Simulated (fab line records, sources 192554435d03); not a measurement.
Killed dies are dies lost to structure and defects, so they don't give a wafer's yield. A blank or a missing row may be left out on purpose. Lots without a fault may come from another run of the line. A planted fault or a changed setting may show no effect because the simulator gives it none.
Which tool did it? | flow n5_finfet | 12 lots, 36 wafers sampled, at 3 steps of a route of 1938

WHAT THE GAUGES READ, wafer by wafer
N5_BEOL_M6_OVL_MEAS_29.
lot  | measured     | on         | V5_OVL (nm)
L074 | day 9 13:49  | overlay-02 | 0.1 1.0 0.9
L079 | day 10 05:27 | overlay-02 | 0.2 0.6 -0.6
L078 | day 10 19:22 | overlay-01 | 0.3 0.7 0.9
L080 | day 11 12:37 | overlay-01 | 0.0 1.2 0.2
L083 | day 11 17:26 | overlay-01 | -1.4 -0.4 -0.7
L084 | day 11 21:02 | overlay-02 | 0.8 1.1 0.9
L087 | day 13 01:40 | overlay-01 | 0.2 -0.5 0.5
L090 | day 13 06:29 | overlay-02 | 0.7 0.2 1.7
L091 | day 13 13:34 | overlay-02 | 0.3 -0.1 0.1
L093 | day 14 08:14 | overlay-01 | 0.9 -0.3 0.7
L095 | day 14 10:21 | overlay-02 | 0.3 -0.5 -0.8
L097 | day 16 18:48 | overlay-02 | 0.0 0.4 -0.5

WHICH TOOL RAN EACH LOT (tool, then ch and the chambers of the sampled wafers, then the start)
lot  | N5_BEOL_M6_CURE_74            | N5_BEOL_M6_STRIP_67
L074 | uv_cure-03 ch 0, day 9 11:12  | rie_diel-04 ch 0,2,3, day 9 12:24
L079 | uv_cure-03 ch 1, day 10 02:34 | rie_diel-04 ch 0,2,3, day 10 04:15
L078 | uv_cure-03 ch 2, day 10 14:49 | rie_diel-04 ch 0,2,3, day 10 18:04
L080 | uv_cure-02 ch 0, day 11 08:19 | rie_diel-01 ch 1,3, day 11 11:14
L083 | uv_cure-03 ch 1, day 11 14:08 | rie_diel-04 ch 0,1,3, day 11 15:54
L084 | uv_cure-03 ch 2, day 11 18:05 | rie_diel-04 ch 0,2,3, day 11 19:43
L087 | uv_cure-01 ch 0, day 12 19:28 | rie_diel-02 ch 0,1,3, day 12 22:22
L090 | uv_cure-03 ch 2, day 13 01:13 | rie_diel-04 ch 1,2,3, day 13 03:55
L091 | uv_cure-03 ch 1, day 13 10:08 | rie_diel-02 ch 0,2,3, day 13 12:52
L093 | uv_cure-02 ch 2, day 14 01:31 | rie_diel-04 ch 2,3, day 14 04:13
L095 | uv_cure-01 ch 1, day 14 04:21 | rie_diel-04 ch 2,3, day 14 06:26
L097 | uv_cure-02 ch 2, day 16 09:55 | rie_diel-01 ch 0,1,3, day 16 16:11
- N5_BEOL_M6_CURE_74: cures SiCOH lowk, time 240 s.
- N5_BEOL_M6_STRIP_67: strips in CF4.

THE ANSWER, worked out from the rows above alone
Rule: what is usual is taken from the lots themselves. Put in order of their means at a reading, lots are off if they are a third of the lots or fewer, leave a main group of 4 or more, and stand apart from it by a gap of 3 or more times the standard deviation of the main group's means; of several such gaps the widest counts. A main group whose means are all the same, to the digits that the tables above print for the reading, isn't used. A lot without any number at a reading at which 4 lots or more have one is off too. The other lots that the step has rows for count as sound.
No lot is off at any reading shown: from this, nothing can be told.

WHAT THE SIMULATOR HAD PUT IN
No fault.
